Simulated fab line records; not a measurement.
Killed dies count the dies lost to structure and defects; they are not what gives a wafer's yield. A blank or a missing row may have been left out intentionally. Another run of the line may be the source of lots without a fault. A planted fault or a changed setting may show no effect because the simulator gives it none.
Chamber matching || flow nand-harc || rie-diel-07 running NHARC_A_BLC_STRIP_21: 4 sister chambers
The step strips in O2. 22 wafers are shown with their chamber, then 11 later ones without.

== WAFERS PAIRED WITH THEIR CHAMBERS ==
{"wafer": "L075.2", "chamber": 2, "showerhead-plenum-p-Torr (Torr)": 3.49, "drypump-motor-current-A (A)": 5.8, "oes-product-au (a.u.)": 1.001}
{"wafer": "L075.3", "chamber": 0, "showerhead-plenum-p-Torr (Torr)": 3.33, "drypump-motor-current-A (A)": 6.2, "oes-product-au (a.u.)": 0.994}
{"wafer": "L075.4", "chamber": 1, "showerhead-plenum-p-Torr (Torr)": 3.29, "drypump-motor-current-A (A)": 6.2, "oes-product-au (a.u.)": 0.991}
{"wafer": "L074.1", "chamber": 1, "showerhead-plenum-p-Torr (Torr)": 3.28, "drypump-motor-current-A (A)": 6.1, "oes-product-au (a.u.)": 0.982}
{"wafer": "L074.4", "chamber": 0, "showerhead-plenum-p-Torr (Torr)": 3.33, "drypump-motor-current-A (A)": 6.2, "oes-product-au (a.u.)": 1.000}
{"wafer": "L074.5", "chamber": 3, "showerhead-plenum-p-Torr (Torr)": 3.70, "drypump-motor-current-A (A)": 5.7, "oes-product-au (a.u.)": 1.006}
{"wafer": "L076.1", "chamber": 2, "showerhead-plenum-p-Torr (Torr)": 3.49, "drypump-motor-current-A (A)": 5.8, "oes-product-au (a.u.)": 0.992}
{"wafer": "L076.2", "chamber": 1, "showerhead-plenum-p-Torr (Torr)": 3.28, "drypump-motor-current-A (A)": 6.2, "oes-product-au (a.u.)": 0.985}
{"wafer": "L076.6", "chamber": 3, "showerhead-plenum-p-Torr (Torr)": 3.70, "drypump-motor-current-A (A)": 5.6, "oes-product-au (a.u.)": 1.004}
{"wafer": "L080.2", "chamber": 2, "showerhead-plenum-p-Torr (Torr)": 3.49, "drypump-motor-current-A (A)": 5.8, "oes-product-au (a.u.)": 0.997}
{"wafer": "L080.3", "chamber": 3, "showerhead-plenum-p-Torr (Torr)": 3.70, "drypump-motor-current-A (A)": 5.6, "oes-product-au (a.u.)": 1.006}
{"wafer": "L080.4", "chamber": 1, "showerhead-plenum-p-Torr (Torr)": 3.28, "drypump-motor-current-A (A)": 6.1, "oes-product-au (a.u.)": 0.990}
{"wafer": "L082.1", "chamber": 3, "showerhead-plenum-p-Torr (Torr)": 3.70, "drypump-motor-current-A (A)": 5.6, "oes-product-au (a.u.)": 1.022}
{"wafer": "L082.3", "chamber": 2, "showerhead-plenum-p-Torr (Torr)": 3.49, "drypump-motor-current-A (A)": 5.8, "oes-product-au (a.u.)": 1.000}
{"wafer": "L082.4", "chamber": 1, "showerhead-plenum-p-Torr (Torr)": 3.28, "drypump-motor-current-A (A)": 6.2, "oes-product-au (a.u.)": 0.996}
{"wafer": "L082.2", "chamber": 0, "showerhead-plenum-p-Torr (Torr)": 3.33, "drypump-motor-current-A (A)": 6.2, "oes-product-au (a.u.)": 0.997}
{"wafer": "L082.5", "chamber": 2, "showerhead-plenum-p-Torr (Torr)": 3.49, "drypump-motor-current-A (A)": 5.8, "oes-product-au (a.u.)": 1.009}
{"wafer": "L082.6", "chamber": 1, "showerhead-plenum-p-Torr (Torr)": 3.28, "drypump-motor-current-A (A)": 6.2, "oes-product-au (a.u.)": 0.988}
{"wafer": "L084.1", "chamber": 3, "showerhead-plenum-p-Torr (Torr)": 3.70, "drypump-motor-current-A (A)": 5.6, "oes-product-au (a.u.)": 1.019}
{"wafer": "L084.2", "chamber": 2, "showerhead-plenum-p-Torr (Torr)": 3.49, "drypump-motor-current-A (A)": 5.8, "oes-product-au (a.u.)": 1.004}
{"wafer": "L084.4", "chamber": 0, "showerhead-plenum-p-Torr (Torr)": 3.33, "drypump-motor-current-A (A)": 6.2, "oes-product-au (a.u.)": 1.001}
{"wafer": "L086.1", "chamber": 1, "showerhead-plenum-p-Torr (Torr)": 3.28, "drypump-motor-current-A (A)": 6.1, "oes-product-au (a.u.)": 0.973}

SIGNATURES (averages over the wafers above)
{"reading": "showerhead-plenum-p-Torr", "chamber 0": 3.3300, "chamber 1": 3.2814, "chamber 2": 3.4900, "chamber 3": 3.7000, "scatter within a chamber": 0.00218}
{"reading": "drypump-motor-current-A", "chamber 0": 6.200, "chamber 1": 6.157, "chamber 2": 5.800, "chamber 3": 5.620, "scatter within a chamber": 0.0374}
{"reading": "oes-product-au", "chamber 0": 0.99800, "chamber 1": 0.98643, "chamber 2": 1.00050, "chamber 3": 1.01140, "scatter within a chamber": 0.00672}
Rule: for a wafer and a chamber, the distance is found by dividing, reading by reading, the gap between the wafer's reading and the chamber's mean by the reading's scatter, squaring, summing and taking the root. If the next closest chamber is less than 2 further off than the closest, the wafer can't be placed; otherwise it belongs to the closest. The scatter is the square root of a quotient: the sum, over the shown wafers, of each reading's squared deviation from its chamber's mean, divided by wafers minus chambers.

== WAFERS WHOSE CHAMBER IS MISSING ==
{"wafer": "L086.3", "showerhead-plenum-p-Torr (Torr)": 3.70, "drypump-motor-current-A (A)": 5.6, "oes-product-au (a.u.)": 1.013}
{"wafer": "L086.6", "showerhead-plenum-p-Torr (Torr)": 3.28, "drypump-motor-current-A (A)": 6.2, "oes-product-au (a.u.)": 0.988}
{"wafer": "L094.1", "showerhead-plenum-p-Torr (Torr)": 3.70, "drypump-motor-current-A (A)": 5.6, "oes-product-au (a.u.)": 1.017}
{"wafer": "L094.3", "showerhead-plenum-p-Torr (Torr)": 3.28, "drypump-motor-current-A (A)": 6.2, "oes-product-au (a.u.)": 0.986}
{"wafer": "L094.5", "showerhead-plenum-p-Torr (Torr)": 3.48, "drypump-motor-current-A (A)": 5.8, "oes-product-au (a.u.)": 0.995}
{"wafer": "L096.3", "showerhead-plenum-p-Torr (Torr)": 3.28, "drypump-motor-current-A (A)": 6.1, "oes-product-au (a.u.)": 0.988}
{"wafer": "L096.4", "showerhead-plenum-p-Torr (Torr)": 3.69, "drypump-motor-current-A (A)": 5.6, "oes-product-au (a.u.)": 1.017}
{"wafer": "L096.6", "showerhead-plenum-p-Torr (Torr)": 3.28, "drypump-motor-current-A (A)": 6.2, "oes-product-au (a.u.)": 0.991}
{"wafer": "L097.2", "showerhead-plenum-p-Torr (Torr)": 3.28, "drypump-motor-current-A (A)": 6.2, "oes-product-au (a.u.)": 0.979}
{"wafer": "L097.4", "showerhead-plenum-p-Torr (Torr)": 3.32, "drypump-motor-current-A (A)": 6.2, "oes-product-au (a.u.)": 1.002}
{"wafer": "L097.5", "showerhead-plenum-p-Torr (Torr)": 3.48, "drypump-motor-current-A (A)": 5.8, "oes-product-au (a.u.)": 0.990}

== WHICH CHAMBER EACH WENT THROUGH ==
{"wafer": "L086.3", "from the rows above": 3, "in truth": 3}
{"wafer": "L086.6", "from the rows above": 1, "in truth": 1}
{"wafer": "L094.1", "from the rows above": 3, "in truth": 3}
{"wafer": "L094.3", "from the rows above": 1, "in truth": 1}
{"wafer": "L094.5", "from the rows above": 2, "in truth": 2}
{"wafer": "L096.3", "from the rows above": 1, "in truth": 1}
{"wafer": "L096.4", "from the rows above": 3, "in truth": 3}
{"wafer": "L096.6", "from the rows above": 1, "in truth": 1}
{"wafer": "L097.2", "from the rows above": 1, "in truth": 1}
{"wafer": "L097.4", "from the rows above": 0, "in truth": 0}
{"wafer": "L097.5", "from the rows above": 2, "in truth": 2}
Correct placement for 11 of the 11. From these rows, 0 cannot be placed. Wrongly placed: 0.
